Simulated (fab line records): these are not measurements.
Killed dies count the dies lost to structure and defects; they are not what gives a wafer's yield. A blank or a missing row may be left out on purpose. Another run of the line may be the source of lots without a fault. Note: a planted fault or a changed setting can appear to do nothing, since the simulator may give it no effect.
Chamber matching | flow n5-finfet | 3 sister chambers for N5_MOL_CONTACT_COAG_ETCH_65 on rie-diel-05
The step etches underlayer in N2/H2, target depth 13 nm, time 10.4 s. 18 wafers are shown with their chamber, then 5 later ones without.

== WAFERS PAIRED WITH THEIR CHAMBERS ==
wafer  | chamber | throttle-valve-pct (%) | drypump-motor-current-A (A) | oes-product-au (a.u.)
L074.2 | 2       | 17.94                  | 6.14                        | 0.75
L074.3 | 3       | 18.20                  | 5.91                        | 0.59
L074.6 | 2       | 17.97                  | 6.14                        | 0.75
L075.2 | 0       | 17.48                  | 5.57                        | 0.69
L075.3 | 2       | 17.97                  | 6.14                        | 0.74
L075.5 | 2       | 17.96                  | 6.12                        | 0.74
L077.3 | 3       | 18.25                  | 5.95                        | 0.58
L077.5 | 2       | 17.99                  | 6.16                        | 0.73
L077.6 | 0       | 17.50                  | 5.53                        | 0.68
L078.1 | 2       | 17.99                  | 6.15                        | 0.73
L078.2 | 3       | 18.23                  | 5.95                        | 0.59
L078.3 | 0       | 17.50                  | 5.59                        | 0.68
L079.2 | 3       | 18.22                  | 5.88                        | 0.58
L079.4 | 2       | 18.00                  | 6.16                        | 0.73
L079.6 | 3       | 18.22                  | 5.92                        | 0.58
L083.2 | 2       | 18.01                  | 6.15                        | 0.73
L083.3 | 0       | 17.52                  | 5.57                        | 0.67
L083.5 | 2       | 18.00                  | 6.14                        | 0.72

SIGNATURES (means of the wafers above)
reading                 | chamber 0 | chamber 2 | chamber 3 | scatter within a chamber
throttle-valve-pct      | 17.5000   | 17.9811   | 18.2240   | 0.0203
drypump-motor-current-A | 5.5650    | 6.1444    | 5.9220    | 0.021
oes-product-au          | 0.6800    | 0.7356    | 0.5840    | 0.00873
Rule: a wafer's distance from a chamber is the root of the sum, over the readings, of the square of ((its reading less the chamber's mean) divided by the reading's scatter). The wafer belongs to the nearest chamber; if the next one is less than 2 further off, it can't be placed. The scatter is the square root of a quotient: the sum, over the shown wafers, of each reading's squared deviation from its chamber's mean, divided by wafers minus chambers.

== WAFERS WITH NO CHAMBER GIVEN ==
wafer  | throttle-valve-pct (%) | drypump-motor-current-A (A) | oes-product-au (a.u.)
L091.4 | 18.03                  | 6.17                        | 0.70
L093.1 | 17.56                  | 5.58                        | 0.66
L093.2 | 17.83                  | 5.93                        | 0.83
L097.5 | 17.84                  | 5.89                        | 0.79
L097.6 | 17.58                  | 5.57                        | 0.65

== EACH ONE'S CHAMBER ==
wafer  | from the rows above | in truth
L091.4 | 2                   | 2
L093.1 | 0                   | 0
L093.2 | 2                   | 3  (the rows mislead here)
L097.5 | 2                   | 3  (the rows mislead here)
L097.6 | 0                   | 0
Correct placement for 3 of the 5. Left unplaced by these rows: 0. Wrongly placed: 2.
